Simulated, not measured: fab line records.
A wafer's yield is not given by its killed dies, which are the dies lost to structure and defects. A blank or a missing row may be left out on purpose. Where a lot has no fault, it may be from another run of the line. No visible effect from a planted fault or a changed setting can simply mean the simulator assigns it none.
fab line records	flow nandHarc
record: lots: 11	wafers: 33	lastDay: 33
route steps=1302 shown P_GATE@215 P_CONTACT@217 END@1302
lots untouched by any fault: they come from a run of this same line in which no faults occurred
startH: hours from the record's first day to the start of the lot's first wafer shown	waitH: hours elapsed since this lot's preceding step	" the same as in the row above	L1.1+2: a row that stands for several wafers	- no value present, or no start provided	* or withheld: withheld	< > ~ a bound
route shown NAME@n: NAME is a module with steps in the file, n the number in the route of the first one	usual: mean/standard deviation of fault-free wafers	same: alike in all rows	chamber/n: place in a boat	sites: per-site readings	_std_site: standard deviation across them	_edge_site: mean of outer sites minus mean of inner sites	radiusMm: how far each site lies from the wafer's centre	mask NAME#n: copy n	behind: the most recent tool/chamber to have shaped the wafer	hold: why the lot went on hold/how many hours it stayed there/how the hold came to an end	device: transistor that didn't switch, given as n, p or np	end of line: tests of these same wafers at the route's end	a step with no rows: only its recipe	killed: dies that structure and defects cost at the first sort, which is not the same as the wafer's yield	map: a wafer's dies, marking killed ones x, the rest . and places with no die _
set.NAME: setting as actually run; set.NAME@STEP: the setting as run at that earlier step	model.NAME: the simulator's own value behind a step, which no gauge read
the route's steps for a sample of lots (tables are steps, rows are wafers)
services: the hour from which a tool's chamber was out of use, counted from the record's first day as startH (under 0 if before that day), plus the number of hours and why
== steps ==
step: NHARC_P_GATE_RTA_82
recipe: tempC: 450	timeS: 30
usual: annealTempCMax: 453.1/0.66	lampPowerPct: 3.92/0.054	lamp_zone_7_pct: 4.12/0.057	wafer_temp_C_max: 452.2/0.84
lot.wafer	tool	chamber	startH	waitH	annealTempCMax	lampPowerPct	lamp_zone_7_pct	wafer_temp_C_max
L553.3	rtpAnneal-01	0	126.71	-	452.8	3.99	4.19	453.3
L553.4	"	0	"	"	452.5	3.98	4.19	454.0
L553.6	"	0	"	"	453.6	3.98	4.18	453.0
L555.1	rtpAnneal-02	0	141.48	-	453.8	3.88	4.08	451.5
L555.2	"	0	"	"	453.8	3.86	4.08	451.6
L555.5	"	0	"	"	454.0	3.87	4.07	451.2
L558.1	rtpAnneal-02	0	178.03	-	453.4	3.87	4.09	451.8
L558.3	"	0	"	"	453.4	3.87	4.07	451.6
L558.6	"	0	"	"	452.7	3.87	4.08	451.8
L559.1	rtpAnneal-02	0	184.36	-	452.7	3.87	4.07	451.5
L559.3	"	0	"	"	453.6	3.87	4.07	451.4
L559.5	"	0	"	"	453.0	3.88	4.08	452.1
L561.2	rtpAnneal-01	0	201.79	-	453.1	3.98	4.19	452.5
L561.4	"	0	"	"	452.4	3.98	4.19	453.0
L561.5	"	0	"	"	453.2	3.98	4.19	453.6
L566.1	rtpAnneal-02	0	261.32	-	453.4	3.87	4.07	452.4
L566.3	"	0	"	"	454.1	3.87	4.08	451.9
L566.5	"	0	"	"	454.2	3.87	4.08	452.0
L568.1	rtpAnneal-01	0	285.85	-	453.3	3.98	4.20	453.4
L568.4	"	0	"	"	452.9	3.98	4.19	453.2
L568.5	"	0	"	"	453.1	3.98	4.19	453.0
L569.2	rtpAnneal-02	0	287.87	-	452.5	3.87	4.08	451.5
L569.5	"	0	"	"	453.4	3.87	4.08	451.7
L569.6	"	0	"	"	452.6	3.87	4.07	451.9
L571.1	rtpAnneal-01	0	313.02	-	452.7	3.99	4.19	454.0
L571.2	"	0	"	"	453.1	3.97	4.19	454.0
L571.3	"	0	"	"	452.7	3.98	4.20	453.3
L573.2	rtpAnneal-01	0	332.61	-	452.5	3.98	4.19	452.9
L573.4	"	0	"	"	452.8	3.98	4.18	453.1
L573.5	"	0	"	"	452.6	3.98	4.19	453.4
L575.1	rtpAnneal-02	0	344.06	-	453.3	3.88	4.07	452.0
L575.5	"	0	"	"	453.6	3.87	4.08	451.5
L575.6	"	0	"	"	453.2	3.88	4.08	451.8
step: NHARC_P_CONTACT_DEP_30
recipe: targetThkA: 300	tempC: 400	targetThkNm: 30	flowSccm: 200	rfW: 450	material: SiNx
usual: heaterPowerOuterW: 383/54	heaterPowerW: 656/70	susceptorTempC: 400.00/0.19
lot.wafer	tool	chamber	startH	waitH	heaterPowerOuterW	heaterPowerW	susceptorTempC
L553.3	pecvd-02	1	126.92	0.1	328	584	400.18
L553.4	"	2	"	"	411	720	400.23
L553.6	"	0	"	"	305	600	400.01
L555.2	pecvd-02	2	141.79	0.1	381	665	400.20
L555.1	"	0	"	"	287	573	400.26
L555.5	"	1	"	"	343	624	399.95
L558.1	pecvd-02	1	178.30	0.1	302	549	400.21
L558.3	"	2	"	"	341	618	399.91
L558.6	"	0	"	"	367	667	399.78
L559.3	pecvd-04	1	184.63	0.1	426	674	399.92
L559.1	"	2	"	"	370	618	400.06
L559.5	"	0	"	"	337	608	399.88
L561.2	pecvd-01	2	202.07	0.1	498	776	399.60
L561.4	"	1	"	"	484	750	399.98
L561.5	"	2	"	"	496	781	399.60
L566.3	pecvd-02	2	261.58	0.1	433	744	399.68
L566.1	"	0	"	"	364	666	400.22
L566.5	"	0	"	"	353	652	400.12
L568.1	pecvd-04	1	286.19	0.1	368	621	399.86
L568.4	"	2	"	"	368	627	400.31
L568.5	"	0	"	"	409	711	400.12
L569.2	pecvd-02	1	288.14	0.1	272	495	399.87
L569.6	"	0	"	"	303	589	400.03
L569.5	"	1	"	"	275	513	399.85
L571.1	pecvd-04	2	313.29	0.1	381	627	400.32
L571.2	"	0	"	"	348	650	400.40
L571.3	"	1	"	"	416	661	399.87
L573.2	pecvd-04	1	332.89	0.1	419	691	399.98
L573.4	"	0	"	"	409	715	400.01
L573.5	"	2	"	"	388	626	399.90
L575.1	pecvd-02	0	344.36	0.1	381	683	399.99
L575.6	"	2	"	"	457	755	399.83
L575.5	"	0	"	"	378	693	399.71
step: NHARC_P_CONTACT_EXPOSE_09
recipe: na: 1.35	targetCdNm: 90	doseMj: 81.26	maskId: P_CA
usual: stageVelMmS: 500.00/0.24
lot.wafer	tool	chamber	startH	waitH	mask	stageVelMmS
L553.3	arfiScanner-03	0	128.33	-	P_CA#0	499.75
L553.4	"	0	"	"	P_CA#0	499.98
L553.6	"	0	"	"	P_CA#0	499.87
L555.1	arfiScanner-01	0	143.14	-	P_CA#0	499.87
L555.2	"	0	"	"	P_CA#0	499.93
L555.5	"	0	"	"	P_CA#0	499.99
L558.1	arfiScanner-01	0	179.58	-	P_CA#0	500.24
L558.3	"	0	"	"	P_CA#0	499.99
L558.6	"	0	"	"	P_CA#0	500.36
L559.1	arfiScanner-03	0	186.04	-	P_CA#0	499.97
L559.3	"	0	"	"	P_CA#0	500.08
L559.5	"	0	"	"	P_CA#0	500.16
L561.2	arfiScanner-03	0	203.31	-	P_CA_R1#0	500.18
L561.4	"	0	"	"	P_CA_R1#0	500.12
L561.5	"	0	"	"	P_CA_R1#0	500.10
L566.1	arfiScanner-03	0	262.99	-	P_CA#0	499.72
L566.3	"	0	"	"	P_CA#0	500.15
L566.5	"	0	"	"	P_CA#0	500.13
L568.1	arfiScanner-03	0	287.52	-	P_CA#0	500.01
L568.4	"	0	"	"	P_CA#0	499.76
L568.5	"	0	"	"	P_CA#0	499.65
L569.2	arfiScanner-01	0	289.51	-	P_CA#0	499.72
L569.5	"	0	"	"	P_CA#0	499.77
L569.6	"	0	"	"	P_CA#0	500.24
L571.1	arfiScanner-03	0	314.71	-	P_CA#0	500.01
L571.2	"	0	"	"	P_CA#0	500.35
L571.3	"	0	"	"	P_CA#0	499.91
L573.2	arfiScanner-02	0	334.12	-	P_CA#0	499.97
L573.4	"	0	"	"	P_CA#0	499.85
L573.5	"	0	"	"	P_CA#0	499.65
L575.1	arfiScanner-03	0	345.72	-	P_CA#0	500.00
L575.5	"	0	"	"	P_CA#0	500.17
L575.6	"	0	"	"	P_CA#0	500.21
step: NHARC_P_CONTACT_CD_MEAS_12
recipe: targetCdNm: 90	landingEnergyEv: 500
usual: cdNm: 90.1/0.51
lot.wafer	tool	chamber	startH	waitH	cdNm
L553.3	cdSem-02	0	128.47	-	90.3
L553.4	"	0	"	"	89.9
L553.6	"	0	"	"	89.8
L555.1	cdSem-01	0	143.28	-	90.6
L555.2	"	0	"	"	89.9
L555.5	"	0	"	"	90.6
L558.1	cdSem-01	0	179.72	-	90.3
L558.3	"	0	"	"	89.2
L558.6	"	0	"	"	89.7
L559.1	cdSem-01	0	186.18	-	91.2
L559.3	"	0	"	"	90.0
L559.5	"	0	"	"	90.5
L561.2	cdSem-03	0	203.45	-	91.9
L561.4	"	0	"	"	92.7
L561.5	"	0	"	"	92.2
L566.1	cdSem-02	0	263.13	-	90.3
L566.3	"	0	"	"	90.0
L566.5	"	0	"	"	90.2
L568.1	cdSem-01	0	287.66	-	89.4
L568.4	"	0	"	"	89.1
L568.5	"	0	"	"	90.1
L569.2	cdSem-02	0	289.64	-	90.4
L569.5	"	0	"	"	89.9
L569.6	"	0	"	"	89.9
L571.1	cdSem-01	0	314.85	-	89.8
L571.2	"	0	"	"	89.6
L571.3	"	0	"	"	89.8
L573.2	cdSem-01	0	334.26	-	91.3
L573.4	"	0	"	"	90.2
L573.5	"	0	"	"	90.7
L575.1	cdSem-01	0	345.86	-	89.2
L575.5	"	0	"	"	89.0
L575.6	"	0	"	"	90.1
step: NHARC_P_CONTACT_ETCH_18
recipe: targetDepthA: 4810	timeS: 240.5	c4f8FlowSccm: 20	o2FlowSccm: 10	arFlowSccm: withheld	rfW: 600	biasW: 1500	chemistry: C4F8/O2/Ar
usual: oesProductAu: 0.958/0.02	rfVppV: 978/5.9
lot.wafer	tool	chamber	startH	waitH	oesProductAu	rfHoursCounterH	rfVppV
L553.4	rieDiel-10	0	-	-	0.928	-	985
L553.3	"	2	"	"	0.932	-	972
L553.6	"	2	"	"	0.918	-	972
L555.1	rieDiel-11	2	-	-	0.980	2.5	983
L555.2	"	0	"	"	0.956	0.7	977
L555.5	"	1	"	"	0.978	-	970
L558.3	rieDiel-11	1	-	-	0.946	3.7	970
L558.1	"	2	"	"	0.979	3.7	983
L558.6	"	0	"	"	0.967	-	974
L559.3	rieDiel-11	3	-	-	0.930	4.0	986
L559.1	"	0	"	"	0.941	2.2	977
L559.5	"	3	"	"	0.930	-	986
L561.2	rieDiel-10	0	-	-	0.959	10.4	985
L561.5	"	3	"	"	0.972	-	981
L561.4	"	0	"	"	0.963	-	987
L566.1	rieDiel-06	0	-	-	0.970	3.7	972
L566.3	"	2	"	"	0.951	2.7	984
L566.5	"	1	"	"	0.962	-	969
L568.1	rieDiel-10	1	-	-	0.951	2.6	983
L568.4	"	2	"	"	0.975	2.3	971
L568.5	"	1	"	"	0.954	-	982
L569.2	rieDiel-06	3	-	-	0.949	4.1	977
L569.6	"	0	"	"	0.939	-	972
L569.5	"	1	"	"	0.956	-	969
L571.2	rieDiel-11	1	-	-	0.928	1.8	970
L571.3	"	2	"	"	0.935	1.7	985
L571.1	"	0	"	"	0.922	1.5	976
L573.4	rieDiel-11	3	-	-	0.977	2.3	984
L573.2	"	1	"	"	0.961	3.0	971
L573.5	"	3	"	"	0.990	-	984
L575.1	rieDiel-11	2	-	-	0.965	3.1	981
L575.6	"	0	"	"	0.942	-	978
L575.5	"	1	"	"	0.955	-	971
step: NHARC_P_CONTACT_CD_MEAS_19
usual: cdNm: 90.0/0.99
lot.wafer	tool	chamber	startH	waitH	cdNm
L553.3	cdSem-02	-	129.96	-	89.6
L553.4	"	-	"	"	88.6
L553.6	"	-	"	"	88.4
L555.1	cdSem-01	-	144.34	-	90.5
L555.2	"	-	"	"	89.8
L555.5	"	-	"	"	89.8
L558.1	cdSem-01	-	180.77	-	90.8
L558.3	"	-	"	"	88.5
L558.6	"	-	"	"	90.7
L559.1	cdSem-02	-	187.23	-	91.1
L559.3	"	-	"	"	88.8
L559.5	"	-	"	"	89.9
L561.2	cdSem-02	-	204.66	-	92.2
L561.4	"	-	"	"	93.8
L561.5	"	-	"	"	93.0
L566.1	cdSem-02	-	264.18	-	91.9
L566.3	"	-	"	"	91.3
L566.5	"	-	"	"	91.0
L568.1	cdSem-03	-	288.72	-	89.9
L568.4	"	-	"	"	90.1
L568.5	"	-	"	"	89.7
L569.2	cdSem-03	-	290.70	-	88.4
L569.5	"	-	"	"	89.2
L569.6	"	-	"	"	89.1
L571.1	cdSem-01	-	315.91	-	90.5
L571.2	"	-	"	"	91.5
L571.3	"	-	"	"	92.2
L573.2	cdSem-01	-	335.31	-	91.1
L573.4	"	-	"	"	88.8
L573.5	"	-	"	"	89.8
L575.1	cdSem-02	-	346.92	-	88.8
L575.5	"	-	"	"	88.8
L575.6	"	-	"	"	88.5
step: NHARC_END_SORT_01
recipe: tempC: 25
usual: killedAtArray: 50/17	killedAtOther: 0.7/1	killedAtPeriphery: 3.4/2.4	killedDies: 54/17	killedOpen: 3.3/1.7	killedShort: 2.5/1.6
same: grossDies: 677
lot.wafer	tool	chamber	startH	waitH	killedAtArray	killedAtOther	killedAtPeriphery	killedDies	killedOpen	killedShort
L559.1	prober-01	0	620.02	2.5	32	1	2	35	5	3
L559.3	prober-01	0	621.59	3.1	39	1	8	48	3	5
L559.5	prober-01	0	623.17	3.6	30	0	7	37	4	4
L566.1	prober-01	0	689.24	2.5	41	0	3	44	4	1
L566.3	prober-01	0	690.81	3.1	50	1	1	52	3	3
L566.5	prober-01	0	692.39	3.6	42	0	1	43	2	3
killed by level:class
L559.1 A_CHANNEL_HOLE_D2:chamberFilmFlake=16 A_CHANNEL_HOLE_D1:chamberFilmFlake=4 A_SLIT:chamberFilmFlake=2 P_CONTACT:geometricParticle:open=1 A_ONON_D1:geometricParticle:short=1 A_CHANNEL_FILL_D1:geometricParticle:short=1 A_CHANNEL_HOLE_D2:geometricParticle:open=1 A_CHANNEL_HOLE_D2:geometricParticle:short=1
L559.3 A_CHANNEL_HOLE_D2:chamberFilmFlake=19 A_SLIT:chamberFilmFlake=5 P_GATE:chamberFilmFlake=4 A_CONTACT:chamberFilmFlake=4 A_DECK1_JOINT:geometricParticle:short=2 A_WL_FILL:geometricParticle:short=2 P_M0:chamberFilmFlake=2 P_M0:geometricParticle:open=1
L559.5 A_CHANNEL_HOLE_D2:chamberFilmFlake=5 A_CONTACT:chamberFilmFlake=5 A_CHANNEL_HOLE_D1:chamberFilmFlake=4 A_SLIT:chamberFilmFlake=4 P_GATE:chamberFilmFlake=3 A_WL_FILL:geometricParticle:short=2 A_DECK1_JOINT:chamberFilmFlake=2 A_WL_FILL:chamberFilmFlake=2
L566.1 A_CHANNEL_HOLE_D2:chamberFilmFlake=14 A_CHANNEL_HOLE_D1:chamberFilmFlake=7 A_CONTACT:chamberFilmFlake=7 A_BLC:chamberFilmFlake=4 P_GATE:chamberFilmFlake=2 A_SLIT:chamberFilmFlake=2 A_DECK1_JOINT:chamberFilmFlake=2 A_ONON_D1:geometricParticle:open=1
L566.3 A_CHANNEL_HOLE_D2:chamberFilmFlake=16 A_CHANNEL_HOLE_D1:chamberFilmFlake=8 A_CONTACT:chamberFilmFlake=6 A_BLC:chamberFilmFlake=5 A_STAIRCASE:chamberFilmFlake=3 A_ZERO_WELL:chamberFilmFlake=2 A_DECK1_JOINT:chamberFilmFlake=2 P_M0:geometricParticle:open=1
L566.5 A_CHANNEL_HOLE_D2:chamberFilmFlake=14 A_CHANNEL_HOLE_D1:chamberFilmFlake=10 A_CONTACT:chamberFilmFlake=6 A_BLC:chamberFilmFlake=3 A_ONON_D1:geometricParticle:short=1 A_ONON_D2:geometricParticle:open=1 A_CHANNEL_FILL_D2:geometricParticle:short=1 A_WL_FILL:geometricParticle:short=1
== services ==
tool	chamber	startH	hours	kind
arfiScanner-03	-	111.42	0.6	repair
arfiScanner-01	-	114.38	6.0	repair
rieDiel-10	1	126.82	4.6	repair
rieDiel-10	3	128.06	3.2	repair
rieDiel-11	1	155.79	2.1	repair
pecvd-02	-	161.61	1.2	repair
pecvd-02	-	175.42	1.7	repair
rieDiel-10	2	176.43	4.4	repair
rieDiel-10	3	190.67	5.9	repair
arfiScanner-01	-	191.59	0.5	repair
arfiScanner-03	-	193.39	0.3	repair
arfiScanner-03	-	196.00	4.0	pm
rieDiel-10	2	200.29	5.1	repair
pecvd-04	-	224.24	1.5	repair
pecvd-02	-	227.00	13.0	pm
arfiScanner-01	-	231.48	1.2	repair
pecvd-04	0	235.60	22.7	repair
rieDiel-10	-	242.50	9.0	pm
pecvd-04	1	243.08	8.4	repair
arfiScanner-01	-	252.00	4.0	pm
rieDiel-11	-	255.50	9.0	pm
pecvd-04	-	269.02	13.0	pm
arfiScanner-03	-	291.66	0.8	repair
rtpAnneal-01	-	318.84	2.7	repair
== key ==
firstSign: step: NHARC_P_CONTACT_EXPOSE_09	reading: mask	direction: changed
effect: step: NHARC_P_CONTACT_CD_MEAS_12	reading: cdNm	direction: up	sigmas: 4.3	usual: 90.1	struck: 92.2
effect: step: NHARC_P_CONTACT_CD_MEAS_19	reading: cdNm	direction: up	sigmas: 3.1	usual: 90.0	struck: 93.0
metAt NHARC_P_CONTACT_EXPOSE_09
struckLots L561
testerLeftOut L561
notActingAt NHARC_P_GATE_RTA_82,NHARC_P_CONTACT_DEP_30,NHARC_P_CONTACT_ETCH_18
onsetBetween 186.04 203.31
fault: kind: wrongMask	tool: any	chamber: -	onsetH: 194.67	steps: NHARC_P_CONTACT_EXPOSE_09	auxCopy: P_CA_R1#0	cdOffsetNm: 2.0569	scope: struckLotsOnly
testerLeftOut: of these lots the tester's yield and bins aren't shown, on N5 and GAA mostly nor the transistor test; their killed dies are dies lost to structure and defects alone, not to doping, threshold or leakage, so they don't give the yield
